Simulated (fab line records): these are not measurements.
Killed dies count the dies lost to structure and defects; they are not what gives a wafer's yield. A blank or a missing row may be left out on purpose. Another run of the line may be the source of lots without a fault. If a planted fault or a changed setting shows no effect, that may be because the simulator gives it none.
Matching of chambers	flow nand-harc	4 sister chambers for NHARC_A_SGD_CUT_ETCHBACK_24 on rie-diel-13
The step etches the open film in CH3F/O2, target depth 50 nm, time 92.857 s. 4 wafers are shown with their chamber, then 7 later ones without.

## EACH WAFER AND ITS CHAMBER
wafer	chamber	showerhead-plenum-p-Torr (Torr)
L080.6	1	2.53
L087.2	3	2.53
L089.3	2	2.30
L089.4	0	2.58

## WAFERS WITH NO CHAMBER GIVEN
wafer	showerhead-plenum-p-Torr (Torr)
L089.5	2.29
L093.2	2.53
L093.3	2.53
L093.4	2.29
L097.1	2.58
L097.3	2.29
L097.5	2.29

## EACH ONE'S CHAMBER
wafer	from the rows above	in truth
L089.5	2	2
L093.2	can't be placed: 1 or 3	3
L093.3	can't be placed: 1 or 3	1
L093.4	2	2
L097.1	0	0
L097.3	2	2
L097.5	2	2
Correct placement for 5 of the 7. Can't be placed from these rows: 2 (the true chamber is among the candidates in 2). Placed wrongly: 0.
How it was worked out, from the rows above alone: a wafer's distance from a chamber is the root of the sum, over the readings, of the square of ((its reading less the chamber's mean) divided by the reading's scatter). If the next closest chamber is less than 2 further off than the closest, the wafer can't be placed; otherwise it belongs to the closest. A chamber's mean is the mean of its shown wafers. The scatter: root of mean squared gap, hidden wafer to nearest shown wafer, with one shown wafer a chamber.
